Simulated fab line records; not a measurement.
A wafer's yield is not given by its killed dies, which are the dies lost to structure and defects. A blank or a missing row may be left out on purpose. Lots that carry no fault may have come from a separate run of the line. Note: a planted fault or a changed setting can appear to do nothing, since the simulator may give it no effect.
Struck lot and sound lot, side by side    flow nand-harc    15 steps out of a route of 1302
Sound: these wafers, L817.1, L817.3, L817.4. Wafers L824.4, L824.5, L824.6 were the ones struck. The cause is given at the end.
Each step with rows lists, per side, the tool, then ch with its chambers, then its first start. Under that, the readings that differ: sound wafers    struck wafers    difference of the means    sigmas: that difference in standard deviations of wafers without a fault.
alike: readings with means less than 2 such deviations apart, plus words and numbers identical on both sides. not compared: withheld readings, readings lacking a value on some wafer, bounds such as >300 that could conceal the same value, and numbers that have no deviation in the record and whose values overlap.
The two part at a step that has a row with sigmas, a row that says differs or no value, or rows on one side only. Non-overlapping numbers with no deviation appear without sigmas and do not part them. A reading missing from all wafers of one side parts the sides only when that side holds two or more wafers.

NHARC_A_BLC_ETCH_16: etches the open film in CF4, target depth 39 nm, time 65 s.
  sound on rie-diel-09 ch 0,1,3, day 24 07:44; struck on rie-diel-09 ch 0,3, day 27 02:38
  alike: chamber-pressure-mTorr, drypump-motor-current-A, oes-product-au, rf-vpp-V, showerhead-plenum-p-Torr, throttle-valve-pct
  not compared: rf-hours-counter-h
NHARC_A_BLC_ETCH_17: etches the open film in N2/H2, target depth 390 nm, time 609.38 s.
  sound on rie-diel-09 ch 0,1,2; struck on rie-diel-09 ch 0,1
  alike: chamber-pressure-mTorr, drypump-motor-current-A, oes-product-au, rf-vpp-V, showerhead-plenum-p-Torr, throttle-valve-pct
  not compared: rf-hours-counter-h
NHARC_A_BLC_ETCH_18: etches the open film in C4F8/O2/Ar, target depth 910 nm.
  sound on rie-diel-09 ch 0,1,3; struck on rie-diel-09 ch 0,1,3
  alike: chamber-pressure-mTorr, oes-product-au, rf-vpp-V
  not compared: rf-hours-counter-h
NHARC_A_BLC_CD_MEAS_19:
  struck on cd-sem-03, day 27 03:31; sound on cd-sem-01, day 24 08:37
  alike: cd-nm
then, 6 steps without rows for these wafers: NHARC_A_BLC_STRIP_29 (strips in CF4); NHARC_A_BLC_STRIP_21 (strips in O2); NHARC_A_BLC_STRIP_22 (strips in post etch residue remover, time 600 s); NHARC_A_BLC_DEGAS_30 (time 60 s); NHARC_A_BLC_PRE_CLEAN_31 (time 15 s); NHARC_A_BLC_PVD_32 (deposits Ti, target thk 5 nm, time 17.7 s).
NHARC_A_BLC_ALD_23: deposits TiN, target thk 3 nm, pulse time 1 s, ald cycles 150.
  sound on ald-metal-01 ch 0,1,3, day 24 09:28; struck on ald-metal-03 ch 0,1,2, day 27 04:25
  alike: heater-power-outer-w, heater-power-w, precursor-pulse-height-rel
NHARC_A_BLC_CVD_24: deposits W, target thk 150 nm, time 434 s.
  sound on cvd-w-01 ch 0,1; struck on cvd-w-01 ch 0,1
  alike: chamber-pressure-Torr, heater-power-outer-w, heater-power-w, throttle-valve-pct
NHARC_A_BLC_CMP_25: polishes, t overpolish 30 s, target thk 150 nm.
  sound on cmp-01 ch 0,2,3, day 24 10:12; struck on cmp-03 ch 0,1,3, day 27 05:10
  no value came back on the struck wafers for any of 6 readings (edge-zone-pressure-frac, motor-current-A (A) and others); on the sound wafers edge-zone-pressure-frac reads 0.998 1.001 0.994
after that, 1 step had no rows for these wafers: NHARC_A_BLC_SRD_27.
NHARC_A_BLC_INSPECT_28:
  struck on defect-inspect-01, day 27 05:29; sound on defect-inspect-01, day 24 10:37
reading           sound        struck          difference  sigmas
raw-defect-count  398 412 393  6610 6602 6638  +6216       +48

== WHERE THEY PART ==
Last at NHARC_A_BLC_INSPECT_28 as far as this record goes, first at NHARC_A_BLC_CMP_25.

WHY: what the simulator had put in
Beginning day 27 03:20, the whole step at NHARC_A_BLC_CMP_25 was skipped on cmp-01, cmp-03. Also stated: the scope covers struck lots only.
